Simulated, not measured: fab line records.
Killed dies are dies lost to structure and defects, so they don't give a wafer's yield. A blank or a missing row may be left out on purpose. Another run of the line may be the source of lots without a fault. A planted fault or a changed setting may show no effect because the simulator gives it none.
Matching of chambers    flow n5 finfet    4 sister chambers for N5_BEOL_M0_CUTY_ETCH_62 on rie diel-06
The step etches SiARC in CF4, time 58.5 s. 14 wafers are shown with their chamber, then 7 later ones without.

## WAFERS, EACH WITH ITS CHAMBER
wafer   chamber  showerhead plenum p Torr (Torr)  drypump motor current A (A)  rf vpp V (V)
L074.2  3        2.10                             6.7                          184.5
L074.3  0        2.11                             5.2                          182.7
L074.4  1        2.08                             4.8                          182.7
L077.1  2        2.04                             5.3                          182.9
L077.2  1        2.08                             4.8                          182.3
L077.3  0        2.11                             5.1                          181.9
L079.1  1        2.08                             4.8                          183.0
L079.4  2        2.04                             5.4                          181.8
L079.6  2        2.04                             5.4                          183.0
L085.1  1        2.08                             4.9                          182.1
L085.2  0        2.10                             5.2                          182.0
L085.3  2        2.04                             5.4                          183.1
L085.4  3        2.10                             6.7                          184.2
L085.5  2        2.04                             5.4                          182.1

SIGNATURES, as means of the wafers listed above
reading                   chamber 0  chamber 1  chamber 2  chamber 3  scatter within a chamber
showerhead plenum p Torr  2.1067     2.0800     2.0400     2.1000     0.00258
drypump motor current A   5.167      4.825      5.380      6.700      0.0471
rf vpp V                  182.200    182.525    182.580    184.350    0.48
Rule: for a wafer and a chamber, the distance is found by dividing, reading by reading, the gap between the wafer's reading and the chamber's mean by the reading's scatter, squaring, summing and taking the root. If the next closest chamber is less than 2 further off than the closest, the wafer can't be placed; otherwise it belongs to the closest. How the scatter is found: for the shown wafers, subtract from each reading the mean of its chamber, square and add these, divide the total by (wafers less chambers), then take the root.

## WAFERS WITHOUT THEIR CHAMBER
wafer   showerhead plenum p Torr (Torr)  drypump motor current A (A)  rf vpp V (V)
L085.6  2.10                             6.7                          182.6
L086.1  2.07                             4.8                          183.4
L086.3  2.04                             5.4                          183.3
L086.4  2.10                             6.6                          183.1
L094.3  2.03                             5.4                          182.8
L094.4  2.09                             6.7                          184.1
L094.6  2.03                             5.4                          182.3

## WHICH CHAMBER EACH ONE RAN IN
wafer   from the rows above  in truth
L085.6  3                    3
L086.1  1                    1
L086.3  2                    2
L086.4  3                    3
L094.3  2                    2
L094.4  3                    3
L094.6  2                    2
Correctly placed: 7 of 7. From these rows, 0 cannot be placed. 0 placed wrongly.
